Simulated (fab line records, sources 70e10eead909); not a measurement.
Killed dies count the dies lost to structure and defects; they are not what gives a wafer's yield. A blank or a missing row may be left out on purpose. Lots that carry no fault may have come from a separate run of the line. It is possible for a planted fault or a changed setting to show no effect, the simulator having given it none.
fab line records ; flow nand_harc
[record] lots = 6; wafers = 18; last_day = 24
route steps=1159 shown A_CONTACT@863
lots with no fault: from the same line, run without faults
start_h: the number of hours between the record's first day and the start of the first shown wafer of the lot ; wait_h: hours from the lot's prior step to this one ; " the same as in the row above ; L1.1+2: several wafers, shown together as one row ; - either no value or no given start ; * or withheld: withheld ; < > ~ a bound
route shown NAME@n: NAME is a module with steps in the file, n the number in the route of the first one ; usual: average and standard deviation across the fault-free wafers ; same: alike in all rows ; chamber/n: place in a boat ; sites: the reading at each site ; _std_site: their standard deviation ; _edge_site: outer sites' mean less inner sites' ; radius_mm: how far each site lies from the wafer's centre ; mask NAME#n: copy n ; behind: the tool/chamber that last shaped the wafer ; hold: cause of the lot's hold/its duration in hours/its outcome ; device: the n, p or np transistor that did not switch ; end of line: at the end of the route, the tests of the same wafers ; step lacking rows: just its recipe ; killed: count of dies lost to structure and defects at first sort (not the wafer's yield) ; map: per-die view of a wafer (x killed, . not killed, _ where there is no die)
set.NAME: setting as actually run; set.NAME@STEP: the setting as run at that earlier step ; model.NAME: the simulator's own value behind a step, which no gauge read
certain route steps with their lots: each step a table, each wafer a row
services: when a tool's chamber went out of use (start_h, in hours from the record's first day, below 0 if earlier), for how many hours, and the reason
[[steps]]
[step NHARC_A_CONTACT_ETCH_112]
[recipe] source_w = withheld; pressure_mtorr = 20; bias_v = 3000; time_s = 94; target_depth_a = 9220; ar_flow_sccm = withheld; c4f8_flow_sccm = withheld; o2_flow_sccm = withheld; chemistry = C4F8/O2/Ar
[step NHARC_A_CONTACT_ETCH_113]
[recipe] source_w = withheld; pressure_mtorr = 20; bias_v = 3000; time_s = 94; target_depth_a = 9220; ar_flow_sccm = withheld; c4f8_flow_sccm = withheld; o2_flow_sccm = withheld; chemistry = C4F8/O2/Ar
[step NHARC_A_CONTACT_ETCH_114]
[recipe] source_w = withheld; pressure_mtorr = 20; bias_v = 3000; time_s = 94; target_depth_a = 9220; ar_flow_sccm = withheld; c4f8_flow_sccm = withheld; o2_flow_sccm = withheld; chemistry = C4F8/O2/Ar
[usual] run_length_s = 94/0
lot.wafer;tool;chamber;start_h;wait_h;rf_hours_counter_h;run_length_s
L512.2;har_cap_etch-02;0;381.83;0.1;7;94
L512.3;har_cap_etch-02;0;381.83;0.1;-;94
L512.4;har_cap_etch-02;1;381.83;0.1;-;94
L513.2;har_cap_etch-01;0;392.25;0.1;58;94
L513.3;har_cap_etch-01;0;392.25;0.1;-;94
L513.6;har_cap_etch-01;1;392.25;0.1;-;94
L519.2;har_cap_etch-01;0;439.24;0.1;66;94
L519.4;har_cap_etch-01;1;439.24;0.1;-;94
L519.5;har_cap_etch-01;0;439.24;0.1;-;94
L521.1;har_cap_etch-02;0;448.55;0.1;22;94
L521.6;har_cap_etch-02;1;448.55;0.1;-;94
L521.5;har_cap_etch-02;0;448.55;0.1;-;94
L525.2;har_cap_etch-03;1;470.80;0.1;101;94
L525.4;har_cap_etch-03;1;470.80;0.1;-;94
L525.5;har_cap_etch-03;0;470.80;0.1;-;94
L529.1;har_cap_etch-01;0;502.77;0.1;78;94
L529.5;har_cap_etch-01;1;502.77;0.1;-;94
L529.6;har_cap_etch-01;0;502.77;0.1;-;94
[step NHARC_A_CONTACT_ETCH_115]
[recipe] source_w = withheld; pressure_mtorr = 20; bias_v = 3000; time_s = 94; target_depth_a = 9220; ar_flow_sccm = withheld; c4f8_flow_sccm = withheld; o2_flow_sccm = withheld; chemistry = C4F8/O2/Ar
[usual] run_length_s = 94/0
lot.wafer;tool;chamber;start_h;wait_h;rf_hours_counter_h;run_length_s
L512.2;har_cap_etch-02;0;381.92;0.1;7;94
L512.3;har_cap_etch-02;0;381.92;0.1;-;94
L512.4;har_cap_etch-02;1;381.92;0.1;-;94
L513.2;har_cap_etch-01;0;392.35;0.1;58;94
L513.3;har_cap_etch-01;0;392.35;0.1;-;94
L513.6;har_cap_etch-01;1;392.35;0.1;-;94
L519.2;har_cap_etch-01;0;439.40;0.1;66;94
L519.4;har_cap_etch-01;1;439.40;0.1;-;94
L519.5;har_cap_etch-01;0;439.40;0.1;-;94
L521.1;har_cap_etch-02;0;448.64;0.1;22;94
L521.6;har_cap_etch-02;1;448.64;0.1;-;94
L521.5;har_cap_etch-02;0;448.64;0.1;-;94
L525.2;har_cap_etch-03;1;470.89;0.1;101;94
L525.4;har_cap_etch-03;1;470.89;0.1;-;94
L525.5;har_cap_etch-03;0;470.89;0.1;-;94
L529.1;har_cap_etch-01;0;502.86;0.1;78;94
L529.5;har_cap_etch-01;1;502.86;0.1;-;94
L529.6;har_cap_etch-01;0;502.86;0.1;-;94
[step NHARC_A_CONTACT_ETCH_116]
[recipe] source_w = withheld; pressure_mtorr = 20; bias_v = 3000; time_s = 94; target_depth_a = 9220; ar_flow_sccm = withheld; c4f8_flow_sccm = withheld; o2_flow_sccm = withheld; chemistry = C4F8/O2/Ar
[step NHARC_A_CONTACT_ETCH_117]
[recipe] source_w = withheld; pressure_mtorr = 20; bias_v = 3000; time_s = 94; target_depth_a = 9220; ar_flow_sccm = withheld; c4f8_flow_sccm = withheld; o2_flow_sccm = withheld; chemistry = C4F8/O2/Ar
[usual] run_length_s = 94/0
lot.wafer;tool;chamber;start_h;wait_h;rf_hours_counter_h;run_length_s
L512.2;har_cap_etch-02;0;382.10;0.1;8;94
L512.3;har_cap_etch-02;0;382.10;0.1;-;94
L512.4;har_cap_etch-02;1;382.10;0.1;-;94
L513.2;har_cap_etch-01;0;392.53;0.1;58;94
L513.3;har_cap_etch-01;0;392.53;0.1;-;94
L513.6;har_cap_etch-01;1;392.53;0.1;-;94
L519.2;har_cap_etch-01;0;439.73;0.1;66;94
L519.4;har_cap_etch-01;1;439.73;0.1;-;94
L519.5;har_cap_etch-01;0;439.73;0.1;-;94
L521.1;har_cap_etch-02;0;448.82;0.1;22;94
L521.6;har_cap_etch-02;1;448.82;0.1;-;94
L521.5;har_cap_etch-02;0;448.82;0.1;-;94
L525.2;har_cap_etch-03;1;471.07;0.1;102;94
L525.4;har_cap_etch-03;1;471.07;0.1;-;94
L525.5;har_cap_etch-03;0;471.07;0.1;-;94
L529.1;har_cap_etch-01;0;503.05;0.1;78;94
L529.5;har_cap_etch-01;1;503.05;0.1;-;94
L529.6;har_cap_etch-01;0;503.05;0.1;-;94
[step NHARC_A_CONTACT_ETCH_118]
[recipe] source_w = withheld; pressure_mtorr = 20; bias_v = 3000; time_s = 94; target_depth_a = 9220; ar_flow_sccm = withheld; c4f8_flow_sccm = withheld; o2_flow_sccm = withheld; chemistry = C4F8/O2/Ar
[step NHARC_A_CONTACT_ETCH_119]
[recipe] source_w = withheld; pressure_mtorr = 20; bias_v = 3000; time_s = 94; target_depth_a = 9220; ar_flow_sccm = withheld; c4f8_flow_sccm = withheld; o2_flow_sccm = withheld; chemistry = C4F8/O2/Ar
[usual] run_length_s = 94/0
lot.wafer;tool;chamber;start_h;wait_h;rf_hours_counter_h;run_length_s
L512.2;har_cap_etch-02;0;382.29;0.1;8;94
L512.3;har_cap_etch-02;0;382.29;0.1;-;94
L512.4;har_cap_etch-02;1;382.29;0.1;-;94
L513.2;har_cap_etch-01;0;392.71;0.1;58;94
L513.3;har_cap_etch-01;0;392.71;0.1;-;94
L513.6;har_cap_etch-01;1;392.71;0.1;-;94
L519.2;har_cap_etch-01;0;440.05;0.1;66;94
L519.4;har_cap_etch-01;1;440.05;0.1;-;94
L519.5;har_cap_etch-01;0;440.05;0.1;-;94
L521.1;har_cap_etch-02;0;449.00;0.1;22;94
L521.6;har_cap_etch-02;1;449.00;0.1;-;94
L521.5;har_cap_etch-02;0;449.00;0.1;-;94
L525.2;har_cap_etch-03;1;471.25;0.1;102;94
L525.4;har_cap_etch-03;1;471.25;0.1;-;94
L525.5;har_cap_etch-03;0;471.25;0.1;-;94
L529.1;har_cap_etch-01;0;503.23;0.1;79;94
L529.5;har_cap_etch-01;1;503.23;0.1;-;94
L529.6;har_cap_etch-01;0;503.23;0.1;-;94
[step NHARC_A_CONTACT_ETCH_120]
[recipe] source_w = withheld; pressure_mtorr = 20; bias_v = 3000; time_s = 94; target_depth_a = 9220; ar_flow_sccm = withheld; c4f8_flow_sccm = withheld; o2_flow_sccm = withheld; chemistry = C4F8/O2/Ar
[step NHARC_A_CONTACT_ETCH_121]
[recipe] source_w = withheld; pressure_mtorr = 20; bias_v = 3000; time_s = 94; target_depth_a = 9220; ar_flow_sccm = withheld; c4f8_flow_sccm = withheld; o2_flow_sccm = withheld; chemistry = C4F8/O2/Ar
[usual] run_length_s = 94/0
lot.wafer;tool;chamber;start_h;wait_h;rf_hours_counter_h;run_length_s
L512.2;har_cap_etch-02;0;382.47;0.1;8;94
L512.3;har_cap_etch-02;0;382.47;0.1;-;94
L512.4;har_cap_etch-02;1;382.47;0.1;-;94
L513.2;har_cap_etch-01;0;392.89;0.1;58;94
L513.3;har_cap_etch-01;0;392.89;0.1;-;94
L513.6;har_cap_etch-01;1;392.89;0.1;-;94
L519.2;har_cap_etch-01;0;440.37;0.1;67;94
L519.4;har_cap_etch-01;1;440.37;0.1;-;94
L519.5;har_cap_etch-01;0;440.37;0.1;-;94
L521.1;har_cap_etch-02;0;449.19;0.1;22;94
L521.6;har_cap_etch-02;1;449.19;0.1;-;94
L521.5;har_cap_etch-02;0;449.19;0.1;-;94
L525.2;har_cap_etch-03;1;471.44;0.1;102;94
L525.4;har_cap_etch-03;1;471.44;0.1;-;94
L525.5;har_cap_etch-03;0;471.44;0.1;-;94
L529.1;har_cap_etch-01;0;503.41;0.1;79;94
L529.5;har_cap_etch-01;1;503.41;0.1;-;94
L529.6;har_cap_etch-01;0;503.41;0.1;-;94
[step NHARC_A_CONTACT_ETCH_122]
[recipe] source_w = withheld; pressure_mtorr = 20; bias_v = 3000; time_s = 95; target_depth_a = 9300; ar_flow_sccm = withheld; c4f8_flow_sccm = withheld; o2_flow_sccm = withheld; chemistry = C4F8/O2/Ar
[step NHARC_A_CONTACT_ETCH_123]
[recipe] source_w = withheld; pressure_mtorr = 20; bias_v = 400; time_s = 253; target_depth_a = 10900; ar_flow_sccm = withheld; c4f8_flow_sccm = 11.5; o2_flow_sccm = 7.2; chemistry = C4F8/O2/Ar
[step NHARC_A_CONTACT_ETCH_90]
[recipe] target_depth_a = 400; over_etch_frac = 0.5; time_s = 85.7; ion_energy_ev = 120; ch3f_flow_sccm = 50; o2_flow_sccm = 30; ar_flow_sccm = 200; rf_w = 500; bias_w = 100; chemistry = CH3F/O2
[usual] ch3f_flow_sccm = 50.01/0.15; drypump_motor_current_A = 5.9/0.37; oes_product_au = 0.96/0.037; rf_vpp_V = 244.3/1.5; run_length_s = 107.1/0.48; showerhead_plenum_p_Torr = 2.45/0.081; throttle_valve_pct = 20.664/0.0087
[same] over_etch_frac = 0.5
lot.wafer;tool;chamber;start_h;wait_h;ch3f_flow_sccm;drypump_motor_current_A;oes_product_au;rf_hours_counter_h;rf_vpp_V;run_length_s;showerhead_plenum_p_Torr;throttle_valve_pct
L512.2;rie_diel-06;1;383.25;0.5;50.05;5.7;0.93;51;244.4;107.4;2.43;20.659
L512.3;rie_diel-06;2;383.25;0.5;49.64;5.4;0.92;50;243.9;106.8;2.38;20.665
L512.4;rie_diel-06;0;383.25;0.5;49.83;6.2;0.92;55;244.0;107.3;2.49;20.673
L513.2;rie_diel-06;3;393.66;0.5;50.09;6.1;0.93;58;244.1;106.5;2.49;20.672
L513.3;rie_diel-06;1;393.66;0.5;49.74;5.7;0.92;54;243.4;107.3;2.43;20.681
L513.6;rie_diel-06;3;393.66;0.5;50.28;6.1;0.93;-;245.3;106.3;2.49;20.661
L519.2;rie_diel-06;3;441.38;0.7;49.74;6.1;0.93;6;245.7;73.6;2.49;20.675
L519.4;rie_diel-06;0;441.38;0.7;50.01;6.2;0.91;5;243.8;74.0;2.48;20.666
L519.5;rie_diel-06;1;441.38;0.7;49.79;5.7;0.92;-;244.4;73.6;2.43;20.693
L521.1;rie_diel-06;3;450.05;0.6;49.95;6.1;0.99;10;244.9;73.3;2.49;20.652
L521.6;rie_diel-06;2;450.05;0.6;50.27;5.4;1.00;-;242.4;74.0;2.37;20.677
L521.5;rie_diel-06;3;450.05;0.6;49.94;6.2;0.99;-;244.7;73.3;2.49;20.657
L525.2;rie_diel-03;0;472.21;0.5;49.95;6.5;1.00;10;241.8;106.8;2.40;20.665
L525.4;rie_diel-03;2;472.21;0.5;50.09;5.6;1.01;12;246.4;107.1;2.61;20.668
L525.5;rie_diel-03;3;472.21;0.5;49.93;5.8;1.00;-;244.5;108.0;2.47;20.674
L529.1;rie_diel-03;0;504.20;0.5;50.04;6.4;1.00;17;242.1;106.9;2.40;20.658
L529.6;rie_diel-03;2;504.20;0.5;50.00;5.6;1.00;-;247.1;107.1;2.61;20.672
L529.5;rie_diel-03;3;504.20;0.5;49.91;5.8;0.98;-;244.4;107.7;2.47;20.674
[step NHARC_A_CONTACT_ETCH_96]
[recipe] target_depth_a = 200; over_etch_frac = 0.5; time_s = 10; ion_energy_ev = 250; c4f6_flow_sccm = 25; o2_flow_sccm = 20; ar_flow_sccm = 500; rf_w = 600; bias_w = 500; chemistry = C4F6/O2
[[services]]
tool;chamber;start_h;hours;kind
rie_diel-06;0;372.85;-;clean
rie_diel-06;1;372.85;-;clean
rie_diel-06;2;372.85;-;clean
rie_diel-06;3;372.85;-;clean
rie_diel-03;-;392.30;9.0;pm
rie_diel-06;0;397.49;-;clean
rie_diel-06;1;397.49;-;clean
rie_diel-06;2;397.49;-;clean
rie_diel-06;3;397.49;-;clean
har_cap_etch-02;-;401.11;1.1;repair
rie_diel-03;3;401.32;3.5;repair
rie_diel-06;-;418.74;9.0;pm
rie_diel-06;0;418.74;9.0;vent_cycle
rie_diel-06;1;418.74;9.0;vent_cycle
rie_diel-06;2;418.74;9.0;vent_cycle
rie_diel-06;3;418.74;9.0;vent_cycle
rie_diel-06;0;427.74;-;clean
rie_diel-06;0;427.74;-;consumable_replace:focus_ring
rie_diel-06;1;427.74;-;clean
rie_diel-06;2;427.74;-;clean
rie_diel-06;3;427.74;-;clean
rie_diel-03;0;431.07;6.7;repair
har_cap_etch-02;-;465.26;1.0;repair
rie_diel-06;2;498.54;2.2;repair
[[key]]
[first_sign] step = NHARC_A_CONTACT_ETCH_90; reading = run_length_s; direction = down; sigmas = 70; usual = *; struck = *
effect none on later readings
met_at NHARC_A_CONTACT_ETCH_90
struck_wafers L519.2,L519.4,L519.5,L521.1,L521.5,L521.6
tester_left_out L519,L521
onset_between 393.66 441.38
[fault] kind = process_parameter_drift; tool = rie_diel-06; chamber = -; onset_h = 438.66; steps = NHARC_A_CONTACT_ETCH_90; channel = time_s; offset = *; shape = step; end_h = 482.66; acts_in = *; stated = *
// tester_left_out: of these lots the tester's yield and bins aren't shown, on N5 and GAA mostly nor the transistor test; their killed dies are dies lost to structure and defects alone, not to doping, threshold or leakage, so they don't give the yield
